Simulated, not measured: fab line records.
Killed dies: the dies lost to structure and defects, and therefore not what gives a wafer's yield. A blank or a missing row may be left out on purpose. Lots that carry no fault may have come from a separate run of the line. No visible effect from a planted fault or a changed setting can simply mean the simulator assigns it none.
fab line records	flow n5_finfet
record: lots: 9	wafers: 26	last_day: 17
route steps=1938 shown SPACER0@261 SD_EPI_N@270 SD_EPI_P@300 BEOL_M4@1111
lots that met no fault: from a run of the same line without faults
start_h: start of the lot's first displayed wafer, in hours after the record's first day	wait_h: how many hours have passed since the lot's step before this one	" repeats the value in the row above	L1.1+2: a single row standing in for several wafers	- no value, or no start given	* or withheld: withheld	< > ~ a bound
route shown NAME@n: names a module that has steps shown in the file, with the first one's number in the route	usual: average and standard deviation across the fault-free wafers	same: alike in all rows	chamber/n: place in a boat	sites: each site's reading	_std_site: their standard deviation	_edge_site: the outer-site mean with the inner-site mean subtracted	radius_mm: how far each site lies from the wafer's centre	mask NAME#n: copy n	behind: tool/chamber where the wafer was last shaped	hold: cause of the lot's hold/its duration in hours/its outcome	device: the n, p or np transistor that did not switch	end of line: tests of these same wafers at the route's end	a step given without rows: its recipe and nothing more	killed: the dies lost at the first sort to structure and to defects; this is not the yield of the wafer	map: a wafer's dies, marking killed ones x, the rest . and places with no die _
set.NAME: the setting the step ran with; set.NAME@STEP: the setting that earlier step ran with	model.NAME: the simulator's own value behind a step, which no gauge read
the route's steps for a sample of lots (tables are steps, rows are wafers)
services: a tool's chamber out of use, with start hour (start_h, from the record's first day; less than 0 if before it), hours out, and reason
== steps ==
step: N5_SPACER0_INSPECT_04
recipe: inspect_instrument: darkfield	mode: post_dep
usual: raw_defect_count: 134/30
lot.wafer	tool	chamber	start_h	wait_h	raw_defect_count
L961.2	defect_inspect-01	-	78.65	0.1	170
L961.3	"	-	"	"	143
L961.5	"	-	"	"	145
L962.1	defect_inspect-01	-	85.44	0.1	133
L962.5	"	-	"	"	119
L962.6	"	-	"	"	138
L963.2	defect_inspect-02	-	90.45	0.1	104
L963.3	"	-	"	"	122
L963.5	"	-	"	"	80
L964.1	defect_inspect-02	-	99.33	0.1	127
L964.4	"	-	"	"	94
L964.6	"	-	"	"	114
L969.3	defect_inspect-02	-	129.30	0.1	131
L969.4	"	-	"	"	128
L969.6	"	-	"	"	105
L970.3	defect_inspect-02	-	136.26	0.1	124
L970.5	"	-	"	"	137
L970.6	"	-	"	"	146
L973.1	defect_inspect-02	-	154.43	0.1	169
L973.4	"	-	"	"	113
L973.5	"	-	"	"	190
L976.1	defect_inspect-02	-	168.53	0.1	128
L976.2	"	-	"	"	108
L976.6	"	-	"	"	123
L977.1	defect_inspect-02	-	175.04	0.1	146
L977.5	"	-	"	"	158
step: N5_SD_EPI_N_CD_MEAS_09
recipe: target_cd_nm: 120	landing_energy_ev: 500	detector: se_inlens
usual: cd_nm: 120.0/0.66
lot.wafer	tool	chamber	start_h	wait_h	cd_nm
L961.2	cd_sem-02	0	79.05	-	120.5
L961.3	"	0	"	"	120.1
L961.5	"	0	"	"	120.9
L962.1	cd_sem-01	0	85.71	-	120.1
L962.5	"	0	"	"	119.6
L962.6	"	0	"	"	120.4
L963.2	cd_sem-03	0	90.85	-	119.7
L963.3	"	0	"	"	119.1
L963.5	"	0	"	"	120.1
L964.1	cd_sem-02	0	99.73	-	120.3
L964.4	"	0	"	"	119.6
L964.6	"	0	"	"	119.9
L969.3	cd_sem-03	0	129.70	-	118.8
L969.4	"	0	"	"	119.9
L969.6	"	0	"	"	119.5
L970.3	cd_sem-01	0	136.66	-	120.6
L970.5	"	0	"	"	119.0
L970.6	"	0	"	"	119.7
L973.1	cd_sem-01	0	154.71	-	119.1
L973.4	"	0	"	"	120.8
L973.5	"	0	"	"	119.6
L976.1	cd_sem-02	0	168.80	-	121.0
L976.2	"	0	"	"	119.6
L976.6	"	0	"	"	120.5
L977.1	cd_sem-02	0	175.44	-	121.0
L977.5	"	0	"	"	119.8
step: N5_SD_EPI_P_EXPOSE_06
recipe: mask_id: SD_P_BLK	na: 1.35	source_shape: conventional	sigma_outer: 0.8	polarization: unpolarized	target_cd_nm: 240	dose_mj: 39.5
usual: exposure_dose_mJ_cm2: 39.48/0.039	focus_offset_nm: -0.1/0.55	stage_vel_mm_s: 499.95/0.3
lot.wafer	tool	chamber	start_h	wait_h	mask	exposure_dose_mJ_cm2	focus_offset_nm	stage_vel_mm_s
L961.2	arfi_scanner-02	0	83.61	-	SD_P_BLK#0	39.47	0.9	500.35
L961.3	"	0	"	"	SD_P_BLK#0	39.42	0.2	500.06
L961.5	"	0	"	"	SD_P_BLK#0	39.46	0.9	500.14
L962.1	arfi_scanner-03	0	90.16	-	SD_P_BLK#0	39.46	0.0	499.80
L962.5	"	0	"	"	SD_P_BLK#0	39.51	-0.7	500.06
L962.6	"	0	"	"	SD_P_BLK#0	39.45	-0.7	500.33
L963.2	arfi_scanner-03	0	95.04	-	SD_P_BLK#0	39.47	0.0	499.97
L963.3	"	0	"	"	SD_P_BLK#0	39.51	0.2	500.30
L963.5	"	0	"	"	SD_P_BLK#0	39.51	0.1	500.13
L964.1	arfi_scanner-02	0	104.04	-	SD_P_BLK#0	39.45	0.7	499.75
L964.4	"	0	"	"	SD_P_BLK#0	39.42	-0.2	499.75
L964.6	"	0	"	"	SD_P_BLK#0	39.48	0.9	499.82
L969.3	arfi_scanner-03	0	134.70	-	SD_P_BLK#0	39.49	0.2	500.37
L969.4	"	0	"	"	SD_P_BLK#0	39.48	0.0	499.85
L969.6	"	0	"	"	SD_P_BLK#0	39.40	-0.8	500.18
L970.3	arfi_scanner-01	0	141.20	-	SD_P_BLK#0	39.56	-0.2	499.41
L970.5	"	0	"	"	SD_P_BLK#0	39.51	-0.6	499.49
L970.6	"	0	"	"	SD_P_BLK#0	39.54	-1.3	500.00
L973.1	arfi_scanner-03	0	159.49	-	SD_P_BLK#0	41.55	0.7	499.76
L973.4	"	0	"	"	SD_P_BLK#0	41.56	-0.3	499.82
L973.5	"	0	"	"	SD_P_BLK#0	41.54	0.2	499.66
L976.1	arfi_scanner-03	0	173.34	-	SD_P_BLK#0	41.05	-0.1	499.80
L976.2	"	0	"	"	SD_P_BLK#0	41.12	0.4	499.89
L976.6	"	0	"	"	SD_P_BLK#0	41.09	0.9	500.21
L977.1	arfi_scanner-01	0	180.01	-	SD_P_BLK#0	39.50	-0.2	499.80
L977.5	"	0	"	"	SD_P_BLK#0	39.52	0.1	500.00
step: N5_SD_EPI_P_CD_MEAS_09
recipe: target_cd_nm: 240	landing_energy_ev: 500	detector: se_inlens
usual: cd_nm: 239.3/0.75
lot.wafer	tool	chamber	start_h	wait_h	cd_nm
L961.2	cd_sem-01	0	83.73	-	240.3
L961.3	"	0	"	"	240.5
L961.5	"	0	"	"	238.8
L962.1	cd_sem-01	0	90.28	-	238.8
L962.5	"	0	"	"	238.4
L962.6	"	0	"	"	239.4
L963.2	cd_sem-03	0	95.16	-	238.3
L963.3	"	0	"	"	239.1
L963.5	"	0	"	"	238.9
L964.1	cd_sem-02	0	104.16	-	240.2
L964.4	"	0	"	"	240.3
L964.6	"	0	"	"	239.7
L969.3	cd_sem-01	0	134.82	-	239.8
L969.4	"	0	"	"	239.3
L969.6	"	0	"	"	240.2
L970.3	cd_sem-01	0	141.32	-	239.5
L970.5	"	0	"	"	239.6
L970.6	"	0	"	"	239.6
L973.1	cd_sem-03	0	159.61	-	242.4
L973.4	"	0	"	"	242.2
L973.5	"	0	"	"	241.8
L976.1	cd_sem-02	0	173.46	-	240.9
L976.2	"	0	"	"	241.7
L976.6	"	0	"	"	241.4
L977.1	cd_sem-01	0	180.13	-	238.6
L977.5	"	0	"	"	238.3
step: N5_SD_EPI_P_DESCUM_14
recipe: chemistry: O2	time_s: 7.9	source_power_w: 50	bias_power_w: 20	pressure_mtorr: 20	rf_frequency_hz: 2.712e+07	temp_c: 40	resist: CAR-ArF-block	o2_flow_sccm: 225
usual: drypump_motor_current_A: 5.6/0.54	o2_flow_sccm: 225.0/0.66	oes_product_au: 0.76/0.087	rf_fwd_power_W: 49.36/0.27	rf_vpp_V: 243.1/1.5	showerhead_plenum_p_Torr: 2.10/0.079	temp_c: 39.99/0.11	throttle_valve_pct: 20.43/0.27
lot.wafer	tool	chamber	start_h	wait_h	drypump_motor_current_A	o2_flow_sccm	oes_product_au	rf_fwd_power_W	rf_hours_counter_h	rf_vpp_V	showerhead_plenum_p_Torr	temp_c	throttle_valve_pct
L961.2	rie_diel-03	2	83.83	0.0	6.6	225.3	0.78	49.26	124	243.9	2.20	39.96	20.36
L961.3	"	3	"	"	5.4	226.2	0.70	49.46	227	244.5	2.07	40.02	20.77
L961.5	"	2	"	"	6.6	226.1	0.78	49.24	-	244.5	2.20	40.04	20.37
L962.1	rie_diel-04	2	90.37	0.0	6.3	225.1	0.72	49.37	190	243.3	2.08	40.04	20.66
L962.5	"	2	"	"	6.3	225.7	0.71	49.67	-	242.6	2.08	40.07	20.68
L962.6	"	1	"	"	5.0	224.9	0.75	49.27	-	241.7	2.01	39.67	20.40
L963.2	rie_diel-03	0	95.67	0.5	5.7	225.7	0.70	49.59	216	243.4	2.08	39.92	20.65
L963.3	"	1	"	"	4.9	224.1	0.93	49.25	16	245.3	2.22	39.93	20.57
L963.5	"	1	"	"	4.9	224.4	0.93	49.15	-	245.8	2.22	40.09	20.57
L964.1	rie_diel-05	3	104.25	0.0	5.0	226.4	0.69	49.67	226	242.5	2.04	40.08	19.97
L964.4	"	0	"	"	5.5	224.4	0.95	48.78	18	242.6	2.13	40.20	19.79
L964.6	"	3	"	"	5.0	224.3	0.70	49.62	-	243.8	2.04	40.05	19.99
L969.3	rie_diel-05	1	134.90	0.0	5.8	224.9	0.71	49.79	223	240.6	1.98	39.84	20.41
L969.4	"	0	"	"	5.4	225.7	0.93	49.24	28	242.5	2.13	39.94	19.83
L969.6	"	3	"	"	5.0	225.7	0.68	49.52	-	242.3	2.04	40.24	20.01
L970.3	rie_diel-03	2	141.57	0.2	6.6	225.0	0.78	49.39	142	243.9	2.20	39.77	20.38
L970.5	"	0	"	"	5.6	224.4	0.70	49.66	-	244.0	2.07	40.01	20.67
L970.6	"	3	"	"	5.4	224.8	0.69	49.71	-	242.9	2.07	40.09	20.80
L973.1	rie_diel-04	2	159.71	0.0	6.3	226.1	0.71	49.53	212	242.8	2.08	39.98	20.70
L973.4	"	0	"	"	5.1	226.0	0.71	49.23	202	241.8	1.98	39.99	20.30
L973.5	"	0	"	"	5.1	224.8	0.71	49.49	-	241.1	1.98	40.03	20.28
L976.1	rie_diel-04	0	173.55	0.0	5.1	225.8	0.70	49.67	206	241.6	1.98	40.12	20.27
L976.2	"	1	"	"	5.0	223.9	0.72	49.31	166	240.6	2.00	40.04	20.44
L976.6	"	0	"	"	5.1	225.0	0.71	49.38	-	240.8	1.98	39.88	20.28
L977.1	rie_diel-03	2	180.34	0.1	6.6	225.7	0.75	49.06	156	244.7	2.19	40.08	20.40
L977.5	"	0	"	"	5.6	225.1	0.69	49.76	-	243.7	2.07	40.16	20.70
step: N5_BEOL_M4_RC_MEAS_101
usual: DIBL_N: 36.1/1.5	DIBL_P: 36.1/1.9	IOFF_N: 0.159/0.029	IOFF_P: 0.21/0.038	ION_N: 675/11	ION_P: 464/8.1	SS_N: 71.5/0.57	SS_P: 73.3/0.64	VT_N: 249/3.1	VT_P: -250/3.8
lot.wafer	tool	chamber	start_h	wait_h	DIBL_N[mV/V]	DIBL_P[mV/V]	IOFF_N[nA/um]	IOFF_P[nA/um]	ION_N[uA/um]	ION_P[uA/um]	SS_N[mV/dec]	SS_P[mV/dec]	VT_N[mV]	VT_P[mV]
L961.2	prober-01	0	194.65	0.2	34.6	34.2	0.129	0.18	665	463	71.2	72.7	252	-254
L961.3	"	0	"	"	37.2	38.0	0.189	0.25	684	471	72.2	74.2	248	-248
L961.5	"	0	"	"	35.8	36.5	0.154	0.22	676	469	71.4	73.1	248	-250
L962.1	prober-02	0	199.70	0.0	38.1	37.4	0.169	0.23	670	461	72.0	73.6	250	-250
L962.5	"	0	"	"	36.5	35.2	0.151	0.20	679	469	71.3	73.0	249	-250
L962.6	"	0	"	"	37.6	35.9	0.170	0.20	669	458	71.9	73.2	247	-251
L963.2	prober-01	0	201.29	0.2	41.1	40.4	0.279	0.29	694	470	72.1	74.6	245	-248
L963.3	"	0	"	"	36.9	36.6	0.175	0.21	679	460	71.8	73.2	249	-252
L963.5	"	0	"	"	38.0	37.7	0.186	0.23	684	465	72.0	74.4	247	-251
L964.1	prober-02	0	219.08	0.0	37.8	38.2	0.171	0.24	679	470	72.0	74.1	250	-249
L964.4	"	0	"	"	37.4	37.0	0.156	0.21	670	456	71.8	73.5	254	-249
L964.6	"	0	"	"	36.2	36.6	0.140	0.21	657	465	71.6	73.0	249	-250
L969.3	prober-01	0	248.66	0.3	36.7	38.0	0.168	0.23	687	464	71.7	73.1	249	-249
L969.4	"	0	"	"	34.2	34.1	0.113	0.17	656	460	70.8	73.2	256	-254
L969.6	"	0	"	"	36.9	37.7	0.155	0.22	670	470	71.5	74.0	250	-250
L970.3	prober-02	0	249.42	0.6	36.8	35.6	0.172	0.18	677	454	71.0	73.2	248	-253
L970.5	"	0	"	"	36.2	35.5	0.175	0.20	692	470	70.5	73.2	247	-252
L970.6	"	0	"	"	37.0	36.4	0.184	0.19	686	452	71.6	74.3	245	-254
L973.1	prober-01	0	269.52	0.0	35.6	37.1	0.150	0.19	663	457	71.3	73.5	253	-254
L973.4	"	0	"	"	36.9	37.5	0.166	0.19	676	460	72.4	73.6	248	-254
L973.5	"	0	"	"	36.6	37.7	0.169	0.20	675	457	72.3	73.7	251	-254
L976.1	prober-01	0	281.30	0.0	37.1	36.9	0.177	0.26	686	476	72.1	73.8	245	-245
L976.2	"	0	"	"	36.9	37.2	0.184	0.28	691	481	71.4	73.1	248	-241
L976.6	"	0	"	"	38.5	39.3	0.213	0.31	702	479	72.2	73.5	244	-241
L977.1	prober-02	0	300.63	0.0	35.6	36.6	0.159	0.20	674	456	71.3	72.6	247	-252
L977.5	"	0	"	"	34.5	34.6	0.131	0.17	664	456	71.1	73.1	252	-255
== services ==
tool	chamber	start_h	hours	kind
arfi_scanner-03	-	77.94	5.0	pm
arfi_scanner-03	-	87.68	1.9	repair
arfi_scanner-01	-	91.11	4.9	pm
arfi_scanner-02	-	93.10	3.7	repair
arfi_scanner-03	-	96.83	1.0	pm
arfi_scanner-01	-	97.00	1.0	pm
arfi_scanner-01	-	113.63	1.2	repair
arfi_scanner-01	-	120.18	0.8	pm
arfi_scanner-02	-	122.17	1.0	pm
arfi_scanner-03	-	132.72	1.3	pm
arfi_scanner-02	-	138.21	1.3	pm
arfi_scanner-02	-	140.20	1.0	pm
arfi_scanner-01	0	143.24	-	calibration
arfi_scanner-03	-	146.42	0.8	repair
arfi_scanner-01	-	150.29	1.8	repair
arfi_scanner-01	-	156.67	1.3	pm
rie_diel-03	3	162.99	-	clean
rie_diel-03	3	162.99	-	consumable_replace:focus_ring
rie_diel-03	3	162.99	17.8	scheduled_down
rie_diel-03	3	162.99	17.8	vent_cycle
arfi_scanner-03	-	165.44	0.8	pm
rie_diel-05	3	180.01	-	clean
rie_diel-05	3	180.01	-	consumable_replace:focus_ring
== key ==
first_sign: step: N5_SD_EPI_P_EXPOSE_06	reading: exposure_dose_mJ_cm2	direction: up	sigmas: 47	usual: 39.48	struck: 41.32
effect: step: N5_SD_EPI_P_CD_MEAS_09	reading: cd_nm	direction: up	sigmas: 3.3	usual: 239.3	struck: 241.7	through: control_loop
met_at N5_SD_EPI_P_EXPOSE_06
struck_lots L973,L976
loop_trim: step: N5_SD_EPI_P_EXPOSE_06	setting: dose	lots: L976
not_acting_at N5_SPACER0_INSPECT_04,N5_SD_EPI_N_CD_MEAS_09,N5_SD_EPI_P_DESCUM_14
onset_between 134.70 159.49
fault: kind: process_parameter_drift	tool: arfi_scanner-03	chamber: -	onset_h: 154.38	steps: N5_SD_EPI_P_EXPOSE_06	channel: dose_mj	offset: 2.1091	shape: step	acts_in: these_recipes_only	stated: 39.5
loop_trim: a control loop set the setting to another value than it would have without faults
